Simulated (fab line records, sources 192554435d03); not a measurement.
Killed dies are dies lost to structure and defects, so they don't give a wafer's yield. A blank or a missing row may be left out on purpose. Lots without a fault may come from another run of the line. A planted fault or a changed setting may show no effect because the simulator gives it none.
Chamber matching | flow n5_finfet | N5_HKMG_FIN_ALD_36 on ald_metal-01: 4 sister chambers
The step deposits TiN, target thk 1 nm, pulse time 1 s, purge time 3 s. 8 wafers are shown with their chamber, then 7 later ones without.

WAFERS WITH THEIR CHAMBER
wafer  | chamber | heater_power_outer_w (W) | heater_power_w (W)
L517.2 | 1       | 686                      | 1056
L519.2 | 0       | 582                      | 907
L519.6 | 2       | 488                      | 822
L521.5 | 0       | 578                      | 906
L521.6 | 3       | 479                      | 842
L523.1 | 2       | 481                      | 812
L523.2 | 3       | 476                      | 829
L523.6 | 1       | 683                      | 1047

WAFERS WITHOUT THEIR CHAMBER
wafer  | heater_power_outer_w (W) | heater_power_w (W)
L525.1 | 485                      | 841
L525.2 | 594                      | 917
L525.6 | 684                      | 1031
L528.1 | 479                      | 789
L528.3 | 688                      | 1058
L534.1 | 586                      | 907
L534.4 | 480                      | 822

WHICH CHAMBER EACH WENT THROUGH
wafer  | from the rows above     | in truth
L525.1 | can't be placed: 3 or 2 | 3
L525.2 | 0                       | 0
L525.6 | 1                       | 1
L528.1 | 2                       | 2
L528.3 | 1                       | 1
L534.1 | 0                       | 0
L534.4 | can't be placed: 2 or 3 | 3
Placed correctly: 5 of 7. Can't be placed from these rows: 2 (the true chamber is among the candidates in 2). Placed wrongly: 0.
How it was worked out, from the rows above alone: a wafer's distance from a chamber is the root of the sum, over the readings, of the square of ((its reading less the chamber's mean) divided by the reading's scatter). The wafer belongs to the nearest chamber; if the next one is less than 2 further off, it can't be placed. A chamber's mean is the mean of its shown wafers. The scatter: the root of (the sum of the squares of (reading less its chamber's mean) over the shown wafers, divided by (wafers less chambers)).
